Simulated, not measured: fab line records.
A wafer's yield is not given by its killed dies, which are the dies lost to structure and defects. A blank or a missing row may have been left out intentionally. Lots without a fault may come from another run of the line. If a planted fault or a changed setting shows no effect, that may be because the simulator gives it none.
Matching of chambers | flow nandHarc | cmp-03 running NHARC_A_BLC_CMP_25: 4 sister chambers
The step polishes, t overpolish 30 s, target thk 150 nm. 4 wafers are shown with their chamber, then 8 later ones without.

WAFERS PAIRED WITH THEIR CHAMBERS
wafer  | chamber | motorCurrentA (A)
L085.6 | 3       | 14.9
L087.1 | 2       | 10.9
L087.2 | 1       | 12.7
L090.2 | 0       | 11.7

WAFERS WITHOUT THEIR CHAMBER
wafer  | motorCurrentA (A)
L090.4 | 16.0
L090.5 | 15.4
L095.2 | 15.5
L095.3 | 12.2
L095.6 | 14.8
L097.1 | 12.0
L097.2 | 15.3
L097.4 | 12.6

EACH ONE'S CHAMBER
wafer  | from the rows above          | in truth
L090.4 | 3                            | 3
L090.5 | 3                            | 3
L095.2 | 3                            | 3
L095.3 | can't be placed: 0 or 1 or 2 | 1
L095.6 | 3                            | 3
L097.1 | can't be placed: 0 or 1 or 2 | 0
L097.2 | 3                            | 3
L097.4 | can't be placed: 1 or 0      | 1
Placed correctly: 5 of 8. Not placeable from these rows: 3 (in 3, the candidates include the true chamber). 0 placed wrongly.
How it was worked out, from the rows above alone: a wafer's distance from a chamber is the root of the sum, over the readings, of the square of ((its reading less the chamber's mean) divided by the reading's scatter). If the next closest chamber is less than 2 further off than the closest, the wafer can't be placed; otherwise it belongs to the closest. A chamber's mean is the mean of its shown wafers. The scatter (one wafer shown for each chamber): square how far every hidden wafer sits from the nearest shown wafer, average those squares and take the square root.
